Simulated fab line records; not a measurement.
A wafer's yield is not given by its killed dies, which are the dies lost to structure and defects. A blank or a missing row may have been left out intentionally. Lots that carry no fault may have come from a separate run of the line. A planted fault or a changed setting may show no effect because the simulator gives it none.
Chamber matching -- flow n5_finfet -- N5_BEOL_M11_CURE_72 on uv_cure-03: 3 sister chambers
The step cures SiCOH lowk, time 120 s. 42 wafers are shown with their chamber, then 12 later ones without.

WAFERS, EACH WITH ITS CHAMBER
wafer,chamber,wafer_temp_C_max,lamp_power_pct (%)
L074.1,2,371.9,52.36
L074.2,2,372.3,52.29
L074.3,2,372.3,52.37
L074.4,2,371.8,52.33
L074.5,2,372.6,52.34
L074.6,2,371.8,52.35
L075.2,2,371.3,52.33
L075.3,2,371.7,52.23
L075.6,2,371.3,52.31
L077.1,1,371.2,52.32
L077.2,1,371.4,52.38
L077.5,1,371.1,52.29
L077.3,1,371.5,52.24
L077.4,1,371.4,52.22
L077.6,1,371.4,52.37
L076.2,1,371.6,52.16
L076.5,1,371.2,52.31
L076.6,1,371.1,52.27
L078.2,1,371.2,52.40
L078.4,1,371.2,52.33
L078.6,1,371.0,52.32
L079.1,0,371.1,52.36
L079.2,0,371.9,52.34
L079.4,0,371.8,52.32
L079.3,0,372.1,52.32
L079.5,0,371.7,52.20
L079.6,0,371.7,52.33
L084.1,1,371.3,52.26
L084.2,1,371.2,52.35
L084.4,1,371.3,52.36
L085.1,1,371.2,52.30
L085.4,1,371.3,52.28
L085.5,1,371.2,52.24
L087.4,0,372.2,52.31
L087.5,0,371.8,52.26
L087.6,0,372.0,52.40
L088.2,1,371.1,52.29
L088.4,1,370.5,52.35
L088.6,1,371.2,52.32
L089.2,0,371.3,52.23
L089.3,0,372.1,52.28
L089.6,0,371.5,52.30

SIGNATURES (averages over the wafers above)
reading,chamber 0,chamber 1,chamber 2,scatter within a chamber
wafer_temp_C_max,371.767,371.219,371.889,0.311
lamp_power_pct,52.3042,52.3029,52.3233,0.0547
Rule: distance of a wafer from a chamber = root of the sum over the readings of ((wafer's reading minus chamber's mean) / reading's scatter) squared. The wafer belongs to the nearest chamber; if the next one is less than 2 further off, it can't be placed. The scatter: the root of (the sum of the squares of (reading less its chamber's mean) over the shown wafers, divided by (wafers less chambers)).

WAFERS WHOSE CHAMBER IS MISSING
wafer,wafer_temp_C_max,lamp_power_pct (%)
L092.1,372.7,52.30
L092.2,371.6,52.27
L092.4,371.5,52.31
L093.1,372.0,52.27
L093.3,371.5,52.32
L093.4,372.0,52.23
L093.2,371.6,52.35
L093.5,371.6,52.19
L093.6,371.4,52.29
L095.2,371.4,52.20
L095.3,371.7,52.29
L095.5,371.5,52.37

EACH ONE'S CHAMBER
wafer,from the rows above,in truth
L092.1,can't be placed: 2 or 0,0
L092.2,can't be placed: 0 or 2 or 1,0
L092.4,can't be placed: 0 or 1 or 2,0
L093.1,can't be placed: 0 or 2 or 1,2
L093.3,can't be placed: 0 or 1 or 2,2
L093.4,can't be placed: 0 or 2 or 1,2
L093.2,can't be placed: 0 or 2 or 1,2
L093.5,can't be placed: 0 or 1 or 2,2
L093.6,can't be placed: 1 or 0 or 2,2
L095.2,can't be placed: 1 or 0 or 2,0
L095.3,can't be placed: 0 or 2 or 1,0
L095.5,can't be placed: 0 or 2 or 1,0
Correct placement for 0 of the 12. Unplaceable from these rows: 12, with the true chamber sitting among the candidates in 12. Number placed wrongly: 0.
